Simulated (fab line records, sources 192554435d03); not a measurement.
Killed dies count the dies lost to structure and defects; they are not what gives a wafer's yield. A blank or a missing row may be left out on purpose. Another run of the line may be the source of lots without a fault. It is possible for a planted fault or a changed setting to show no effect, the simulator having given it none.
Chamber matching || flow n5 finfet || 3 sister chambers for N5_BEOL_M13_ILD_DEP_00 on pecvd-02
The step deposits SiOC from DEMS/O2, target thk 837.92 nm, time 166.4 s. 14 wafers are shown with their chamber, then 7 later ones without.

WAFERS, EACH WITH ITS CHAMBER
{"wafer": "L075.2", "chamber": 2, "heater power w (W)": 675, "showerhead plenum p Torr (Torr)": 5.693, "throttle valve pct (%)": 11.7}
{"wafer": "L075.4", "chamber": 1, "heater power w (W)": 444, "showerhead plenum p Torr (Torr)": 5.663, "throttle valve pct (%)": 11.8}
{"wafer": "L075.6", "chamber": 2, "heater power w (W)": 560, "showerhead plenum p Torr (Torr)": 5.686, "throttle valve pct (%)": 12.2}
{"wafer": "L076.1", "chamber": 2, "heater power w (W)": 617, "showerhead plenum p Torr (Torr)": 5.702, "throttle valve pct (%)": 11.9}
{"wafer": "L076.4", "chamber": 2, "heater power w (W)": 659, "showerhead plenum p Torr (Torr)": 5.695, "throttle valve pct (%)": 11.7}
{"wafer": "L076.6", "chamber": 1, "heater power w (W)": 552, "showerhead plenum p Torr (Torr)": 5.657, "throttle valve pct (%)": 12.0}
{"wafer": "L086.2", "chamber": 0, "heater power w (W)": 456, "showerhead plenum p Torr (Torr)": 5.667, "throttle valve pct (%)": 12.3}
{"wafer": "L086.3", "chamber": 2, "heater power w (W)": 602, "showerhead plenum p Torr (Torr)": 5.671, "throttle valve pct (%)": 11.8}
{"wafer": "L086.6", "chamber": 2, "heater power w (W)": 661, "showerhead plenum p Torr (Torr)": 5.675, "throttle valve pct (%)": 11.6}
{"wafer": "L085.3", "chamber": 2, "heater power w (W)": 668, "showerhead plenum p Torr (Torr)": 5.701, "throttle valve pct (%)": 11.7}
{"wafer": "L085.4", "chamber": 0, "heater power w (W)": 412, "showerhead plenum p Torr (Torr)": 5.670, "throttle valve pct (%)": 12.4}
{"wafer": "L085.6", "chamber": 1, "heater power w (W)": 539, "showerhead plenum p Torr (Torr)": 5.655, "throttle valve pct (%)": 11.8}
{"wafer": "L090.2", "chamber": 2, "heater power w (W)": 663, "showerhead plenum p Torr (Torr)": 5.698, "throttle valve pct (%)": 11.7}
{"wafer": "L090.4", "chamber": 0, "heater power w (W)": 402, "showerhead plenum p Torr (Torr)": 5.675, "throttle valve pct (%)": 12.2}

SIGNATURES, as means of the wafers listed above
{"reading": "heater power w", "chamber 0": 423.33, "chamber 1": 511.67, "chamber 2": 638.12, "scatter within a chamber": 42.9}
{"reading": "showerhead plenum p Torr", "chamber 0": 5.67067, "chamber 1": 5.65833, "chamber 2": 5.69013, "scatter within a chamber": 0.00969}
{"reading": "throttle valve pct", "chamber 0": 12.300, "chamber 1": 11.867, "chamber 2": 11.787, "scatter within a chamber": 0.164}
Rule: a wafer lies at a distance from a chamber equal to the root of the sum of squares, over the readings, of (its reading less the chamber's mean, divided by the reading's scatter). The wafer belongs to the nearest chamber; if the next one is less than 2 further off, it can't be placed. The scatter: take each reading less its chamber's mean, square it, sum over the shown wafers, divide by the number of wafers less the number of chambers, and take the root.

WAFERS WITHOUT THEIR CHAMBER
{"wafer": "L090.5", "heater power w (W)": 575, "showerhead plenum p Torr (Torr)": 5.695, "throttle valve pct (%)": 11.7}
{"wafer": "L097.1", "heater power w (W)": 678, "showerhead plenum p Torr (Torr)": 5.695, "throttle valve pct (%)": 12.1}
{"wafer": "L097.2", "heater power w (W)": 483, "showerhead plenum p Torr (Torr)": 5.686, "throttle valve pct (%)": 10.8}
{"wafer": "L097.6", "heater power w (W)": 402, "showerhead plenum p Torr (Torr)": 5.665, "throttle valve pct (%)": 12.2}
{"wafer": "L079.1", "heater power w (W)": 450, "showerhead plenum p Torr (Torr)": 5.666, "throttle valve pct (%)": 10.9}
{"wafer": "L079.2", "heater power w (W)": 509, "showerhead plenum p Torr (Torr)": 5.668, "throttle valve pct (%)": 12.2}
{"wafer": "L079.6", "heater power w (W)": 413, "showerhead plenum p Torr (Torr)": 5.679, "throttle valve pct (%)": 11.9}

CHAMBER TAKEN BY EACH
{"wafer": "L090.5", "from the rows above": 2, "in truth": 2}
{"wafer": "L097.1", "from the rows above": 2, "in truth": 2}
{"wafer": "L097.2", "from the rows above": "can't be placed: 2 or 1", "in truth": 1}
{"wafer": "L097.6", "from the rows above": 0, "in truth": 0}
{"wafer": "L079.1", "from the rows above": "can't be placed: 1 or 2", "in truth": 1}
{"wafer": "L079.2", "from the rows above": "can't be placed: 0 or 1", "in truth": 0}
{"wafer": "L079.6", "from the rows above": "can't be placed: 0 or 1", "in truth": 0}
Correct placement for 3 of the 7. Cannot be placed on the basis of these rows: 4; the candidates contain the true chamber in 4. Wrongly placed: 0.
